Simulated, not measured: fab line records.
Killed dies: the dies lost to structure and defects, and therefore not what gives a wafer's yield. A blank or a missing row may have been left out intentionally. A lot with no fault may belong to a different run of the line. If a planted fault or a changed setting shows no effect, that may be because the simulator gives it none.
fab line records + flow n5_finfet
record
- lots=14
- wafers=42
- last_day=17
route steps=1938 shown BEOL_M9@1416
lots with no fault: from the same line, run without faults
start_h: hours from the record's opening day to when the first of the lot's shown wafers began + wait_h: how many hours have passed since the lot's step before this one + " the same as in the row above + L1.1+2: one row covering several wafers at once + - either no value or no given start + * or withheld: withheld + < > ~ a bound
route shown NAME@n: names a module that has steps shown in the file, with the first one's number in the route + usual: mean/standard deviation of fault-free wafers + same: alike in all rows + chamber/n: place in a boat + sites: readings site by site + _std_site: the values' standard deviation + _edge_site: mean of outer sites minus mean of inner sites + radius_mm: for every site, how far away it sits from the centre of the wafer + mask NAME#n: copy n + behind: tool/chamber where the wafer was last shaped + hold: reason for holding the lot/hours on hold/outcome of the hold + device: the n, p or np transistor that did not switch + end of line: the route-end tests of the same wafers + a step without rows: its recipe alone + killed: not the wafer's yield, but the dies lost to structure and defects at the first sort + map: a wafer's dies, x killed, . not, _ none there
set.NAME: the setting that was run; set.NAME@STEP: the one run at that earlier step + model.NAME: the simulator's own value behind a step, which no gauge read
route steps across a sampled set of lots; one table per step, one row per wafer
services: from which hour (start_h, from the record's first day; less than 0 if before it) a tool's chamber was out of use, for how many hours, and why
## steps
# step N5_BEOL_M9_INSPECT_13
# recipe
- mode=adi
- inspect_instrument=brightfield
# usual
- raw_defect_count=422/98
| lot.wafer | tool              | chamber | start_h | wait_h | raw_defect_count |
|-----------|-------------------|---------|---------|--------|------------------|
| L742.2    | defect_inspect-01 | -       | 210.45  | 0.0    | 350              |
| L742.3    | "                 | -       | "       | "      | 428              |
| L742.5    | "                 | -       | "       | "      | 405              |
| L743.2    | defect_inspect-02 | -       | 213.30  | 0.0    | 608              |
| L743.4    | "                 | -       | "       | "      | 505              |
| L743.5    | "                 | -       | "       | "      | 654              |
| L744.1    | defect_inspect-01 | -       | 218.53  | 0.0    | 416              |
| L744.2    | "                 | -       | "       | "      | 527              |
| L744.6    | "                 | -       | "       | "      | 473              |
| L745.1    | defect_inspect-02 | -       | 230.40  | 0.0    | 454              |
| L745.3    | "                 | -       | "       | "      | 570              |
| L745.6    | "                 | -       | "       | "      | 452              |
| L746.1    | defect_inspect-01 | -       | 233.68  | 0.0    | 367              |
| L746.2    | "                 | -       | "       | "      | 578              |
| L746.5    | "                 | -       | "       | "      | 301              |
| L750.3    | defect_inspect-02 | -       | 254.56  | 0.0    | 367              |
| L750.4    | "                 | -       | "       | "      | 511              |
| L750.5    | "                 | -       | "       | "      | 409              |
| L749.1    | defect_inspect-02 | -       | 261.73  | 0.0    | 385              |
| L749.4    | "                 | -       | "       | "      | 336              |
| L749.5    | "                 | -       | "       | "      | 344              |
| L751.1    | defect_inspect-01 | -       | 270.37  | 0.0    | 412              |
| L751.2    | "                 | -       | "       | "      | 482              |
| L751.6    | "                 | -       | "       | "      | 440              |
| L752.3    | defect_inspect-02 | -       | 273.90  | 0.0    | 625              |
| L752.4    | "                 | -       | "       | "      | 489              |
| L752.5    | "                 | -       | "       | "      | 523              |
| L753.1    | defect_inspect-02 | -       | 277.22  | 0.0    | 218              |
| L753.2    | "                 | -       | "       | "      | 260              |
| L753.5    | "                 | -       | "       | "      | 276              |
| L754.1    | defect_inspect-02 | -       | 281.55  | 0.0    | 400              |
| L754.2    | "                 | -       | "       | "      | 481              |
| L754.3    | "                 | -       | "       | "      | 409              |
| L761.4    | defect_inspect-02 | -       | 325.86  | 0.0    | 583              |
| L761.5    | "                 | -       | "       | "      | 377              |
| L761.6    | "                 | -       | "       | "      | 367              |
| L763.1    | defect_inspect-02 | -       | 333.48  | 0.0    | 363              |
| L763.2    | "                 | -       | "       | "      | 583              |
| L763.5    | "                 | -       | "       | "      | 489              |
| L764.2    | defect_inspect-01 | -       | 340.70  | 0.0    | 314              |
| L764.3    | "                 | -       | "       | "      | 407              |
| L764.4    | "                 | -       | "       | "      | 301              |
# step N5_BEOL_M9_STRIP_67
# recipe
- chemistry=CF4
- resist=SiARC
- power_w=300
- bias_power_w=75
- pressure_mtorr=50
- cf4_flow_sccm=150
- rf_frequency_hz=6e+07
# usual
- drypump_motor_current_A=5.9/0.36
- oes_product_au=0.80/0.079
- rf_vpp_V=270.8/1.7
- showerhead_plenum_p_Torr=1.78/0.064
- throttle_valve_pct=13.60/0.22
| lot.wafer | tool        | chamber | start_h | wait_h | drypump_motor_current_A | oes_product_au | rf_hours_counter_h | rf_vpp_V | showerhead_plenum_p_Torr | throttle_valve_pct |
|-----------|-------------|---------|---------|--------|-------------------------|----------------|--------------------|----------|--------------------------|--------------------|
| L742.2    | rie_diel-05 | 3       | 211.08  | 0.0    | 5.2                     | 0.72           | 204                | 270.0    | 1.71                     | 13.85              |
| L742.3    | "           | 0       | "       | "      | 5.9                     | 0.85           | 63                 | 271.4    | 1.75                     | 13.34              |
| L742.5    | "           | 0       | "       | "      | 5.9                     | 0.84           | -                  | 270.0    | 1.75                     | 13.34              |
| L743.2    | rie_diel-01 | 2       | 213.57  | 0.0    | 6.1                     | 0.77           | 144                | 270.5    | 1.80                     | 13.87              |
| L743.4    | "           | 1       | "       | "      | 5.6                     | 0.72           | 230                | 273.7    | 1.84                     | 13.86              |
| L743.5    | "           | 0       | "       | "      | 5.2                     | 0.77           | -                  | 270.6    | 1.80                     | 13.53              |
| L744.1    | rie_diel-06 | 1       | 218.80  | 0.0    | 6.3                     | 0.88           | 39                 | 273.0    | 1.90                     | 13.39              |
| L744.2    | "           | 0       | "       | "      | 5.7                     | 0.78           | 132                | 268.8    | 1.74                     | 13.41              |
| L744.6    | "           | 3       | "       | "      | 6.0                     | 0.91           | -                  | 271.3    | 1.76                     | 13.38              |
| L745.1    | rie_diel-05 | 2       | 230.86  | 0.0    | 6.3                     | 0.67           | 250                | 267.5    | 1.69                     | 14.10              |
| L745.3    | "           | 3       | "       | "      | 5.2                     | 0.72           | 211                | 267.7    | 1.71                     | 13.86              |
| L745.6    | "           | 1       | "       | "      | 6.1                     | 0.73           | -                  | 271.2    | 1.86                     | 13.89              |
| L746.1    | rie_diel-05 | 0       | 233.94  | 0.0    | 5.9                     | 0.83           | 71                 | 270.1    | 1.75                     | 13.37              |
| L746.2    | "           | 2       | "       | "      | 6.4                     | 0.67           | 251                | 270.5    | 1.69                     | 14.12              |
| L746.5    | "           | 3       | "       | "      | 5.2                     | 0.72           | -                  | 268.4    | 1.71                     | 13.87              |
| L750.3    | rie_diel-01 | 0       | 254.84  | 0.0    | 5.3                     | 0.76           | 149                | 273.1    | 1.79                     | 13.56              |
| L750.4    | "           | 1       | "       | "      | 5.5                     | 0.71           | 243                | 271.8    | 1.84                     | 13.90              |
| L750.5    | "           | 1       | "       | "      | 5.5                     | 0.71           | -                  | 271.7    | 1.84                     | 13.89              |
| L749.1    | rie_diel-05 | 3       | 262.00  | 0.0    | 5.2                     | 0.71           | 221                | 270.3    | 1.71                     | 13.90              |
| L749.4    | "           | 1       | "       | "      | 6.1                     | 0.72           | 199                | 272.4    | 1.85                     | 13.90              |
| L749.5    | "           | 0       | "       | "      | 5.9                     | 0.82           | -                  | 269.9    | 1.75                     | 13.40              |
| L751.1    | rie_diel-06 | 0       | 270.74  | 0.0    | 5.8                     | 0.76           | 149                | 270.1    | 1.73                     | 13.42              |
| L751.2    | "           | 3       | "       | "      | 6.0                     | 0.88           | 41                 | 270.5    | 1.76                     | 13.41              |
| L751.6    | "           | 1       | "       | "      | 6.4                     | 0.85           | -                  | 272.8    | 1.89                     | 13.43              |
| L752.3    | rie_diel-06 | 1       | 274.17  | 0.0    | 6.3                     | 0.86           | 57                 | 271.3    | 1.89                     | 13.44              |
| L752.4    | "           | 0       | "       | "      | 5.8                     | 0.76           | 151                | 267.2    | 1.73                     | 13.44              |
| L752.5    | "           | 3       | "       | "      | 6.0                     | 0.87           | -                  | 271.8    | 1.76                     | 13.44              |
| L753.1    | rie_diel-01 | 2       | 277.49  | 0.0    | 6.1                     | 0.77           | 162                | 270.0    | 1.79                     | 13.92              |
| L753.2    | "           | 0       | "       | "      | 5.2                     | 0.75           | 156                | 271.1    | 1.79                     | 13.54              |
| L753.5    | "           | 3       | "       | "      | 5.5                     | 0.71           | -                  | 268.3    | 1.71                     | 13.81              |
| L754.1    | rie_diel-06 | 1       | 281.98  | 0.0    | 6.3                     | 0.85           | 60                 | 272.6    | 1.89                     | 13.41              |
| L754.2    | "           | 3       | "       | "      | 6.0                     | 0.87           | 46                 | 270.8    | 1.76                     | 13.45              |
| L754.3    | "           | 0       | "       | "      | 5.8                     | 0.75           | 153                | 270.0    | 1.73                     | 13.44              |
| L761.4    | rie_diel-06 | 1       | 326.13  | 0.0    | 6.4                     | 0.84           | 74                 | 272.3    | 1.89                     | 13.47              |
| L761.5    | "           | 1       | "       | "      | 6.3                     | 0.83           | -                  | 273.3    | 1.89                     | 13.46              |
| L761.6    | "           | 2       | "       | "      | 5.9                     | 0.92           | -                  | 269.6    | 1.76                     | 13.43              |
| L763.1    | rie_diel-06 | 1       | 333.75  | 0.0    | 6.3                     | 0.84           | 76                 | 274.4    | 1.89                     | 13.48              |
| L763.2    | "           | 0       | "       | "      | 5.8                     | 0.74           | 170                | 268.7    | 1.73                     | 13.47              |
| L763.5    | "           | 0       | "       | "      | 5.8                     | 0.75           | -                  | 268.9    | 1.73                     | 13.48              |
| L764.2    | rie_diel-01 | 1       | 340.96  | 0.0    | 5.5                     | 0.93           | 17                 | 272.1    | 1.83                     | 13.37              |
| L764.3    | "           | 2       | "       | "      | 6.0                     | 0.75           | 182                | 271.3    | 1.79                     | 13.97              |
| L764.4    | "           | 2       | "       | "      | 6.1                     | 0.75           | -                  | 270.2    | 1.79                     | 13.95              |
# step N5_BEOL_M9_PEB_26
# recipe
- peb_temp_c=100
- peb_time_s=60
- resist=CAR-EUV
# usual
- chill_plate_temp_C=22.97/0.11
- exhaust_pa=45.2/0.86
- plate_temp_C=100.02/0.13
| lot.wafer | tool           | chamber | start_h | wait_h | chill_plate_temp_C | exhaust_pa | plate_temp_C |
|-----------|----------------|---------|---------|--------|--------------------|------------|--------------|
| L742.2    | litho_track-01 | 0       | 212.00  | 0.0    | 22.99              | 45.5       | 100.25       |
| L742.3    | "              | 0       | "       | "      | 22.99              | 44.6       | 100.19       |
| L742.5    | "              | 0       | "       | "      | 23.07              | 44.1       | 100.22       |
| L743.2    | litho_track-05 | 0       | 214.11  | 0.0    | 23.03              | 45.1       | 100.06       |
| L743.4    | "              | 0       | "       | "      | 22.92              | 45.1       | 100.01       |
| L743.5    | "              | 0       | "       | "      | 22.88              | 45.3       | 99.97        |
| L744.1    | litho_track-05 | 0       | 220.67  | 0.1    | 22.98              | 45.4       | 99.97        |
| L744.2    | "              | 0       | "       | "      | 22.95              | 44.7       | 99.90        |
| L744.6    | "              | 0       | "       | "      | 22.97              | 45.1       | 100.03       |
| L745.1    | litho_track-04 | 0       | 231.72  | 0.1    | 22.75              | 44.0       | 100.07       |
| L745.3    | "              | 0       | "       | "      | 22.86              | 45.1       | 99.92        |
| L745.6    | "              | 0       | "       | "      | 22.79              | 44.7       | 100.07       |
| L746.1    | litho_track-05 | 0       | 235.44  | 0.1    | 22.88              | 44.8       | 99.95        |
| L746.2    | "              | 0       | "       | "      | 22.84              | 44.2       | 99.99        |
| L746.5    | "              | 0       | "       | "      | 22.79              | 44.0       | 100.16       |
| L750.3    | litho_track-05 | 0       | 255.43  | 0.0    | 22.86              | 45.9       | 100.20       |
| L750.4    | "              | 0       | "       | "      | 22.98              | 45.3       | 100.08       |
| L750.5    | "              | 0       | "       | "      | 22.88              | 45.4       | 100.03       |
| L749.1    | litho_track-04 | 0       | 263.34  | 0.1    | 23.05              | 46.0       | 100.18       |
| L749.4    | "              | 0       | "       | "      | 22.83              | 44.9       | 100.06       |
| L749.5    | "              | 0       | "       | "      | 23.09              | 45.9       | 99.84        |
| L751.1    | litho_track-04 | 0       | 271.46  | 0.1    | 23.21              | 45.1       | 100.21       |
| L751.2    | "              | 0       | "       | "      | 23.00              | 45.2       | 99.82        |
| L751.6    | "              | 0       | "       | "      | 23.04              | 45.4       | 99.97        |
| L752.3    | litho_track-04 | 0       | 275.41  | 0.0    | 23.08              | 45.8       | 100.07       |
| L752.4    | "              | 0       | "       | "      | 23.09              | 45.7       | 100.00       |
| L752.5    | "              | 0       | "       | "      | 23.25              | 45.2       | 100.18       |
| L753.1    | litho_track-04 | -       | 280.26  | 0.1    | -                  | -          | -            |
| L753.2    | "              | -       | "       | "      | -                  | -          | -            |
| L753.5    | "              | -       | "       | "      | -                  | -          | -            |
| L754.1    | litho_track-04 | -       | 282.92  | 0.1    | -                  | -          | -            |
| L754.2    | "              | -       | "       | "      | -                  | -          | -            |
| L754.3    | "              | -       | "       | "      | -                  | -          | -            |
| L761.4    | litho_track-05 | 0       | 328.59  | 0.0    | 22.94              | 45.4       | 99.88        |
| L761.5    | "              | 0       | "       | "      | 23.01              | 47.2       | 99.98        |
| L761.6    | "              | 0       | "       | "      | 22.96              | 46.1       | 99.87        |
| L763.1    | litho_track-01 | 0       | 334.41  | 0.1    | 22.87              | 45.3       | 100.25       |
| L763.2    | "              | 0       | "       | "      | 22.88              | 45.3       | 100.03       |
| L763.5    | "              | 0       | "       | "      | 22.80              | 43.3       | 100.08       |
| L764.2    | litho_track-05 | 0       | 341.51  | 0.0    | 22.83              | 46.5       | 100.38       |
| L764.3    | "              | 0       | "       | "      | 22.81              | 46.7       | 100.08       |
| L764.4    | "              | 0       | "       | "      | 22.93              | 47.4       | 99.89        |
# step N5_BEOL_M9_DESCUM_33
# recipe
- chemistry=O2
- time_s=7
- source_power_w=50
- bias_power_w=20
- pressure_mtorr=20
- rf_frequency_hz=2.712e+07
- temp_c=40
- resist=CAR-EUV
- o2_flow_sccm=225
# usual
- drypump_motor_current_A=5.9/0.34
- oes_product_au=0.81/0.087
- rf_vpp_V=242.9/1.5
- showerhead_plenum_p_Torr=2.07/0.082
- throttle_valve_pct=20.41/0.19
| lot.wafer | tool        | chamber | start_h | wait_h | drypump_motor_current_A | oes_product_au | rf_hours_counter_h | rf_vpp_V | showerhead_plenum_p_Torr | throttle_valve_pct |
|-----------|-------------|---------|---------|--------|-------------------------|----------------|--------------------|----------|--------------------------|--------------------|
| L742.2    | rie_diel-06 | 0       | 212.63  | 0.5    | 5.7                     | 0.79           | 129                | 241.2    | 2.02                     | 20.20              |
| L742.3    | "           | 2       | "       | "      | 5.9                     | 0.68           | 240                | 244.1    | 2.06                     | 20.72              |
| L742.5    | "           | 2       | "       | "      | 5.9                     | 0.68           | -                  | 240.8    | 2.06                     | 20.72              |
| L743.2    | rie_diel-05 | 0       | 214.30  | 0.0    | 5.9                     | 0.83           | 65                 | 243.2    | 2.03                     | 20.16              |
| L743.4    | "           | 2       | "       | "      | 6.4                     | 0.66           | 245                | 240.7    | 1.97                     | 20.84              |
| L743.5    | "           | 0       | "       | "      | 5.9                     | 0.83           | -                  | 241.3    | 2.03                     | 20.18              |
| L744.1    | rie_diel-01 | 1       | 220.86  | 0.0    | 5.6                     | 0.71           | 233                | 244.1    | 2.15                     | 20.61              |
| L744.2    | "           | 3       | "       | "      | 5.5                     | 0.72           | 218                | 241.3    | 1.98                     | 20.44              |
| L744.6    | "           | 0       | "       | "      | 5.2                     | 0.77           | -                  | 243.5    | 2.10                     | 20.38              |
| L745.1    | rie_diel-05 | 2       | 231.91  | 0.0    | 6.4                     | 0.67           | 250                | 239.8    | 1.97                     | 20.87              |
| L745.3    | "           | 3       | "       | "      | 5.3                     | 0.71           | 211                | 241.8    | 1.99                     | 20.68              |
| L745.6    | "           | 3       | "       | "      | 5.3                     | 0.71           | -                  | 241.9    | 1.99                     | 20.68              |
| L746.1    | rie_diel-06 | 0       | 235.74  | 0.1    | 5.8                     | 0.78           | 136                | 242.7    | 2.02                     | 20.21              |
| L746.2    | "           | 1       | "       | "      | 6.3                     | 0.87           | 43                 | 245.5    | 2.23                     | 20.35              |
| L746.5    | "           | 2       | "       | "      | 5.9                     | 0.67           | -                  | 242.9    | 2.05                     | 20.74              |
| L750.3    | rie_diel-01 | 0       | 255.75  | 0.2    | 5.2                     | 0.75           | 149                | 242.9    | 2.10                     | 20.40              |
| L750.4    | "           | 1       | "       | "      | 5.5                     | 0.70           | 244                | 244.4    | 2.15                     | 20.64              |
| L750.5    | "           | 3       | "       | "      | 5.4                     | 0.72           | -                  | 242.6    | 1.98                     | 20.46              |
| L749.1    | rie_diel-05 | 3       | 263.53  | 0.0    | 5.2                     | 0.71           | 222                | 240.0    | 1.98                     | 20.69              |
| L749.4    | "           | 0       | "       | "      | 5.9                     | 0.83           | 81                 | 241.5    | 2.03                     | 20.19              |
| L749.5    | "           | 0       | "       | "      | 5.9                     | 0.82           | -                  | 240.7    | 2.03                     | 20.19              |
| L751.1    | rie_diel-06 | 0       | 271.76  | 0.1    | 5.8                     | 0.77           | 150                | 241.6    | 2.01                     | 20.22              |
| L751.2    | "           | 1       | "       | "      | 6.4                     | 0.87           | 56                 | 244.2    | 2.22                     | 20.36              |
| L751.6    | "           | 0       | "       | "      | 5.8                     | 0.77           | -                  | 241.2    | 2.01                     | 20.22              |
| L752.3    | rie_diel-05 | 1       | 275.60  | 0.0    | 6.1                     | 0.72           | 203                | 243.3    | 2.16                     | 20.65              |
| L752.4    | "           | 3       | "       | "      | 5.2                     | 0.70           | 226                | 240.8    | 1.98                     | 20.71              |
| L752.5    | "           | 0       | "       | "      | 5.9                     | 0.82           | -                  | 243.2    | 2.02                     | 20.20              |
| L753.1    | rie_diel-06 | 2       | 280.45  | 0.0    | 5.9                     | 0.98           | 2                  | 241.5    | 2.05                     | 20.38              |
| L753.2    | "           | 1       | "       | "      | 6.4                     | 0.86           | 60                 | 245.0    | 2.22                     | 20.38              |
| L753.5    | "           | 3       | "       | "      | 6.0                     | 0.86           | -                  | 241.8    | 2.04                     | 20.29              |
| L754.1    | rie_diel-06 | 0       | 283.12  | 0.0    | 5.8                     | 0.77           | 153                | 241.9    | 2.01                     | 20.23              |
| L754.2    | "           | 2       | "       | "      | 5.9                     | 0.96           | 3                  | 243.2    | 2.05                     | 20.38              |
| L754.3    | "           | 1       | "       | "      | 6.3                     | 0.86           | 60                 | 245.0    | 2.22                     | 20.38              |
| L761.4    | rie_diel-01 | 0       | 328.80  | 0.0    | 5.3                     | 0.74           | -                  | 244.6    | 2.09                     | 20.44              |
| L761.5    | "           | 2       | "       | "      | 6.1                     | 0.76           | -                  | 243.1    | 2.08                     | 20.75              |
| L761.6    | "           | 1       | "       | "      | 5.5                     | 0.96           | -                  | 244.1    | 2.14                     | 20.26              |
| L763.1    | rie_diel-06 | 1       | 334.73  | 0.2    | 6.3                     | 0.84           | 77                 | 244.9    | 2.22                     | 20.40              |
| L763.2    | "           | 3       | "       | "      | 6.0                     | 0.85           | 62                 | 242.9    | 2.03                     | 20.34              |
| L763.5    | "           | 1       | "       | "      | 6.4                     | 0.84           | -                  | 244.9    | 2.22                     | 20.40              |
| L764.2    | rie_diel-06 | 0       | 341.73  | 0.1    | 5.8                     | 0.74           | 172                | 243.0    | 2.01                     | 20.27              |
| L764.3    | "           | 3       | "       | "      | 6.0                     | 0.84           | 64                 | 241.9    | 2.03                     | 20.34              |
| L764.4    | "           | 2       | "       | "      | 5.9                     | 0.91           | 21                 | 242.7    | 2.05                     | 20.42              |
## services
| tool           | chamber | start_h | hours | kind                          |
|----------------|---------|---------|-------|-------------------------------|
| rie_diel-06    | 1       | 212.61  | 5.3   | repair                        |
| rie_diel-05    | 2       | 235.25  | 4.6   | repair                        |
| rie_diel-05    | 2       | 240.09  | -     | clean                         |
| rie_diel-05    | 2       | 240.09  | -     | consumable_replace:focus_ring |
| rie_diel-05    | 2       | 240.09  | -     | consumable_replace:showerhead |
| rie_diel-05    | 2       | 240.09  | 13.4  | scheduled_down                |
| rie_diel-05    | 2       | 240.09  | 13.4  | vent_cycle                    |
| rie_diel-06    | 2       | 246.36  | -     | clean                         |
| rie_diel-06    | 2       | 246.36  | -     | consumable_replace:focus_ring |
| litho_track-04 | -       | 249.56  | -     | consumable_replace:filter     |
| litho_track-05 | -       | 268.12  | -     | consumable_replace:filter     |
| rie_diel-01    | 1       | 274.03  | -     | clean                         |
| rie_diel-01    | 1       | 274.03  | -     | consumable_replace:focus_ring |
| rie_diel-01    | 1       | 274.03  | 22.8  | scheduled_down                |
| rie_diel-01    | 1       | 274.03  | 22.8  | vent_cycle                    |
| rie_diel-01    | 3       | 321.09  | 3.5   | repair                        |
## key
first_sign
- step=N5_BEOL_M9_PEB_26
- reading=tool_record
- direction=missing
effect none on later readings
met_at N5_BEOL_M9_PEB_26
struck_lots L753,L754
later_rows_left_out L753.1,L753.2,L753.5,L754.1,L754.2,L754.3
sort_left_out L753.1,L753.2,L753.5,L754.1,L754.2,L754.3
not_acting_at N5_BEOL_M9_INSPECT_13,N5_BEOL_M9_STRIP_67,N5_BEOL_M9_DESCUM_33
onset_between 275.41 280.26
fault
- kind=skipped_step_whole
- tool=litho_track-04
- chamber=-
- onset_h=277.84
- steps=N5_BEOL_M9_PEB_26
- scope=struck_lots_only
# sort_left_out: the simulated sort isn't trusted on such a fault, so these wafers' sort isn't shown, and their yield isn't known
# later_rows_left_out: the simulator's readings of these wafers behind a module that went badly wrong aren't trusted and aren't shown, but for the sort
